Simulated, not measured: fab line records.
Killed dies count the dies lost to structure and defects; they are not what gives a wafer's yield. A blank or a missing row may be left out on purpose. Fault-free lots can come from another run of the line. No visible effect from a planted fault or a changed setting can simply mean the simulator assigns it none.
Chamber matching | flow nand_harc | NHARC_A_ZERO_WELL_DESCUM_12 on rie_diel-10: 4 sister chambers
The step chemistry O2, time 3 s. 4 wafers are shown with their chamber, then 8 later ones without.

## WAFERS, EACH WITH ITS CHAMBER
wafer  | chamber | drypump_motor_current_A (A)
L187.2 | 1       | 6.4
L192.5 | 0       | 5.5
L192.6 | 3       | 5.7
L194.1 | 2       | 5.0

## WAFERS WHOSE CHAMBER IS MISSING
wafer  | drypump_motor_current_A (A)
L194.4 | 5.5
L194.6 | 5.8
L196.3 | 5.6
L196.4 | 5.0
L196.6 | 6.4
L202.2 | 5.6
L202.3 | 5.0
L202.4 | 6.4

## EACH ONE'S CHAMBER
wafer  | from the rows above     | in truth
L194.4 | 0                       | 0
L194.6 | 3                       | 3
L196.3 | can't be placed: 0 or 3 | 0
L196.4 | 2                       | 2
L196.6 | 1                       | 1
L202.2 | can't be placed: 0 or 3 | 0
L202.3 | 2                       | 2
L202.4 | 1                       | 1
Placed correctly: 6 of 8. Not placeable from these rows: 2 (in 2, the candidates include the true chamber). Placed wrongly: 0.
How it was worked out, from the rows above alone: a wafer's distance from a chamber is the root of the sum, over the readings, of the square of ((its reading less the chamber's mean) divided by the reading's scatter). If the next closest chamber is less than 2 further off than the closest, the wafer can't be placed; otherwise it belongs to the closest. Each chamber's mean is taken over the wafers shown for it. The scatter (one wafer shown for each chamber): square how far every hidden wafer sits from the nearest shown wafer, average those squares and take the square root.
